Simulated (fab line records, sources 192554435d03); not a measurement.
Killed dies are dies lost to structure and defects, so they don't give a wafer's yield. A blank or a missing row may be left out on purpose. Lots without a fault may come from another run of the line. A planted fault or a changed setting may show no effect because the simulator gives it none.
fab line records | flow n5_finfet
record lots=7 wafers=39
route steps=1938 shown FIN_CUT@169 DUMMY_GATE@228 SPACER0@260 SD_EPI_N@293 SD_EPI_P@310 HKMG_FIN@385 MOL_CONTACT_COAG@544 BEOL_M4@1111
start_h: hours from the record's first day to the start of the lot's first wafer shown | wait_h: hours since the lot's step before | " the same as in the row above | L1.1+2: a row that stands for several wafers | - no value, or no start given | * or withheld: withheld | < > ~ a bound
route shown NAME@n: a module of which the file shows steps, and the number in the route of the first | usual: mean/standard deviation of fault-free wafers | same: alike in all rows | chamber/n: place in a boat | sites: the reading at each site | _std_site: their standard deviation | _edge_site: outer sites' mean less inner sites' | radius_mm: how far each site lies from the wafer's centre | mask NAME#n: copy n | behind: the tool/chamber that last shaped the wafer | hold: why the lot was held/for how many hours/how that ended | device: the transistor (n, p or np) that didn't switch | end of line: the same wafers' tests at the end of the route | a step without rows: its recipe alone | killed: dies lost to structure and defects at the first sort, not the wafer's yield | map: a wafer's dies, x killed, . not, _ none there
set.NAME: the setting as run; set.NAME@STEP: as run at that earlier step | model.NAME: the simulator's own value behind a step, which no gauge read
lots whose settings were changed on purpose; a table a step, a row a wafer
## steps
# step N5_FIN_CUT_ETCH_21
# recipe chemistry=N2/H2 target=SOC target_depth_a=2190 overetch_a=438 mask_material=SiARC temp_c=40 ion_energy_ev=100 bias_w=61 time_s=523.5 pressure_mtorr=30 source_w=850 n2_flow_sccm=200 h2_flow_sccm=200
# step N5_DUMMY_GATE_EXPOSE_12
# recipe mask_id=GATE na=0.33 source_shape=annular sigma_inner=0.2 sigma_outer=0.6 polarization=unpolarized target_cd_nm=25 dose_mj=34
# step N5_DUMMY_GATE_ETCH_32
# recipe chemistry=CF4 target=SiO2 target_depth_a=35 time_s=3.9 ion_energy_ev=350 pressure_mtorr=10 icp_w=800 bias_w=400 cf4_flow_sccm=80
# step N5_SPACER0_ALD_08
# recipe material=SiNx target_thk_a=20 temp_c=400 ald_precursor_family=SiH2I2 ald_co_reactant=N2/H2-plasma pressure_torr=2
# step N5_SD_EPI_N_LINER_46
# recipe material=SiNx target_thk_a=30 temp_c=400 ald_precursor_family=SiH2I2 ald_co_reactant=N2/H2-plasma pressure_torr=2
# step N5_SD_EPI_P_ETCHBACK_46
# recipe chemistry=CH3F/O2 mode=anisotropic_etchback target=SiNx target_depth_a=175 stop_on=SiO2 over_etch_frac=0.3 ion_energy_ev=120 pressure_mtorr=30 source_w=395 bias_w=73 Ar_flow_sccm=150 CH3F_flow_sccm=30 O2_flow_sccm=20
# step N5_HKMG_FIN_IL_REGROW_00
# recipe material=SiO2 target_thk_a=7.5 chemistry=O3 temp_c=withheld time_s=30
# step N5_MOL_CONTACT_COAG_ALD_20
# recipe material=TiN target_thk_a=15 temp_c=400 ald_precursor_family=TiCl4 ald_co_reactant=NH3 pulse_time_s=1 purge_time_s=3 co_reactant_purge_time_s=2 co_reactant_pulse_time_s=2 ald_cycles=68 pressure_torr=3
# step N5_MOL_CONTACT_COAG_ETCH_47
# recipe chemistry=CH3F/O2 target=SiNx target_depth_a=270 mask_material=SiO2 stop_on=W over_etch_frac=0.2 ion_energy_ev=120 endpoint=OES-CN pressure_mtorr=30 source_w=395 bias_w=73 Ar_flow_sccm=150 CH3F_flow_sccm=30 O2_flow_sccm=20 ends=end_point
# step N5_BEOL_M4_RC_MEAS_101
# usual EOT_P=10.53/0.091 IGATE_N=0.0116/0.0016 IGATE_P=0.0035/0.00047 REXT_N=75.8/1.5 REXT_P=100.6/1.8
# columns lot.wafer tool chamber start_h wait_h set.h2_flow_sccm@FIN_CUT_ETCH_21 set.dose_mj@DUMMY_GATE_EXPOSE_12 set.time_s@DUMMY_GATE_ETCH_32 set.target_thk_a@SPACER0_ALD_08 set.target_thk_a@SD_EPI_N_LINER_46 set.over_etch_frac@SD_EPI_P_ETCHBACK_46 set.time_s@HKMG_FIN_IL_REGROW_00 set.ald_cycles@MOL_CONTACT_COAG_ALD_20 set.over_etch_frac@MOL_CONTACT_COAG_ETCH_47 EOT_P IGATE_N[nA/um] IGATE_P[nA/um] REXT_N[ohm.um] REXT_P[ohm.um]
L079.1 prober-01 0 194.93 0.0 200 34 3.9 20 30 0.3 30 68 0.2 10.46 0.0110 0.0033 76.0 100.9
L079.5 " 0 " " 200 34 3.9 20 30 0.3 30 68 0.2 10.55 0.0119 0.0035 75.4 101.2
L079.6 " 0 " " 200 34 3.9 20 30 0.3 30 68 0.2 10.42 0.0134 0.0040 75.1 104.2
L083.1 prober-02 0 229.43 0.0 189 33.06 3.9 23.17 28.15 0.3 30 68 0.2 10.46 0.0130 0.0039 79.4 100.0
L083.2 " 0 " " 189 34 3.9 20 28.15 0.3087 24.65 76 0.2 10.34 0.0163 0.0049 75.6 97.3
L083.3 " 0 " " 200 34 3.9 23.17 30 0.3 24.65 68 0.1859 10.33 0.0178 0.0053 79.3 102.1
L083.4 " 0 " " 200 33.06 2.996 23.17 30 0.3087 30 76 0.1859 10.46 0.0117 0.0036 79.2 103.6
L083.5 " 0 " " 189 34 2.996 20 30 0.3 30 76 0.2 10.41 0.0107 0.0033 77.0 98.4
L083.6 " 0 " " 200 33.06 2.996 20 28.15 0.3087 24.65 68 0.1859 10.26 0.0182 0.0055 75.4 96.7
L088.1 prober-02 0 257.60 0.0 200 34 3.9 16.95 30 0.2885 30 74 0.2 10.53 0.0099 0.0029 73.4 95.7
L088.2 " 0 " " 200 31.32 3.9 20 27.11 0.2885 30 74 0.1936 10.54 0.0115 0.0035 76.3 96.6
L088.3 " 0 " " 200 31.32 3.9 16.95 27.11 0.3 30 68 0.2 10.63 0.0098 0.0029 73.1 93.6
L088.4 " 0 " " 207.7 34 3.9 16.95 30 0.3 30 74 0.1936 10.63 0.0079 0.0024 73.3 96.4
L088.5 " 0 " " 207.7 34 3.9 20 27.11 0.3 30 68 0.1936 10.61 0.0091 0.0027 76.4 96.3
L088.6 " 0 " " 207.7 31.32 3.9 20 30 0.2885 30 68 0.2 10.55 0.0113 0.0034 75.4 98.9
L085.1 prober-02 0 260.12 0.0 200 35.94 4.65 20 30 0.3 33.32 68 0.2 10.53 0.0107 0.0033 76.5 101.1
L085.2 " 0 " " 193.8 34 4.65 20 30 0.3114 30 60 0.2 10.44 0.0115 0.0035 75.9 100.2
L085.3 " 0 " " 193.8 35.94 4.65 22.17 30 0.3114 30 60 0.1908 10.49 0.0115 0.0035 79.6 104.1
L085.4 " 0 " " 200 34 3.9 22.17 30 0.3114 33.32 68 0.1908 10.47 0.0117 0.0036 79.6 102.1
L085.5 " 0 " " 200 35.94 3.9 20 30 0.3 33.32 60 0.1908 10.53 0.0104 0.0032 77.6 99.4
L085.6 " 0 " " 193.8 34 3.9 22.17 30 0.3 30 68 0.2 10.46 0.0126 0.0039 79.2 102.4
L089.1 prober-01 0 263.28 0.0 200 34 3.9 21.4 30 0.3 30 68 0.2103 10.39 0.0151 0.0045 80.4 101.5
L089.2 " 0 " " 200 34 3.9 21.4 30 0.3219 30 68 0.2 10.44 0.0127 0.0038 81.0 104.5
L089.3 " 0 " " 190.3 34 3.9 20 30 0.3219 30 68 0.2103 10.39 0.0143 0.0043 79.9 100.9
L089.4 " 0 " " 200 34 3.9 20 30 0.3219 30 68 0.2 10.49 0.0124 0.0037 79.2 102.6
L089.5 " 0 " " 190.3 34 3.9 21.4 30 0.3 30 68 0.2 10.45 0.0121 0.0036 81.0 105.5
L089.6 " 0 " " 190.3 34 3.9 20 30 0.3 30 68 0.2103 10.43 0.0134 0.0040 79.8 101.0
L093.1 prober-02 0 296.59 0.0 200 36.38 3.096 20 30 0.3 22.67 58 0.2123 10.44 0.0139 0.0042 75.7 100.1
L093.2 " 0 " " 204.7 36.38 3.9 20 30 0.3 30 58 0.2 10.55 0.0112 0.0033 76.4 101.0
L093.3 " 0 " " 200 36.38 3.096 22.04 30 0.3 30 68 0.2123 10.54 0.0112 0.0033 78.9 103.3
L093.4 " 0 " " 204.7 34 3.096 22.04 30 0.3 22.67 58 0.2 10.34 0.0173 0.0050 78.6 102.2
L093.5 " 0 " " 200 34 3.9 20 30 0.3 30 68 0.2123 10.61 0.0112 0.0033 76.2 101.3
L093.6 " 0 " " 204.7 34 3.9 22.04 30 0.3 22.67 68 0.2 10.35 0.0169 0.0050 77.1 104.2
L096.1 prober-01 0 309.25 0.0 212.7 34 3.9 20 30 0.3 30 68 0.1847 10.48 0.0139 0.0040 78.9 101.7
L096.2 " 0 " " 212.7 34 3.9 20 30 0.3 21.99 68 0.2 10.30 0.0197 0.0057 77.6 102.7
L096.3 " 0 " " 200 34 3.9 22.9 28.55 0.3 21.99 68 0.2 10.29 0.0171 0.0049 81.8 103.7
L096.4 " 0 " " 200 34 3.171 20 28.55 0.3 30 68 0.1847 10.53 0.0127 0.0036 77.8 101.4
L096.5 " 0 " " 200 34 3.171 22.9 30 0.3 21.99 68 0.1847 10.38 0.0153 0.0044 83.4 107.8
L096.6 " 0 " " 212.7 34 3.171 22.9 28.55 0.3 30 68 0.2 10.48 0.0132 0.0038 82.2 102.7
## key
split step=N5_FIN_CUT_ETCH_21 setting=h2_flow_sccm stated_as=200
response none clear
split step=N5_DUMMY_GATE_EXPOSE_12 setting=dose_mj stated_as=34
response none clear
split step=N5_DUMMY_GATE_ETCH_32 setting=time_s stated_as=3.9
response none clear
split step=N5_SPACER0_ALD_08 setting=target_thk_a stated_as=20
response step=N5_BEOL_M4_RC_MEAS_101 reading=REXT_N slope=+0.238 per=1% together_with=all explained=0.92
response step=N5_BEOL_M4_RC_MEAS_101 reading=REXT_P slope=+0.232 per=1% together_with=all explained=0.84
split step=N5_SD_EPI_N_LINER_46 setting=target_thk_a stated_as=30
response none clear
split step=N5_SD_EPI_P_ETCHBACK_46 setting=over_etch_frac stated_as=0.3
response none clear
split step=N5_HKMG_FIN_IL_REGROW_00 setting=time_s stated_as=30
response step=N5_BEOL_M4_RC_MEAS_101 reading=IGATE_P slope=-5.88e-05 per=1% together_with=all explained=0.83
response step=N5_BEOL_M4_RC_MEAS_101 reading=IGATE_N slope=-0.000198 per=1% together_with=all explained=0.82
response step=N5_BEOL_M4_RC_MEAS_101 reading=EOT_P slope=+0.00726 per=1% together_with=all explained=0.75
split step=N5_MOL_CONTACT_COAG_ALD_20 setting=ald_cycles stated_as=68
response none clear
split step=N5_MOL_CONTACT_COAG_ETCH_47 setting=over_etch_frac stated_as=0.2
response none clear
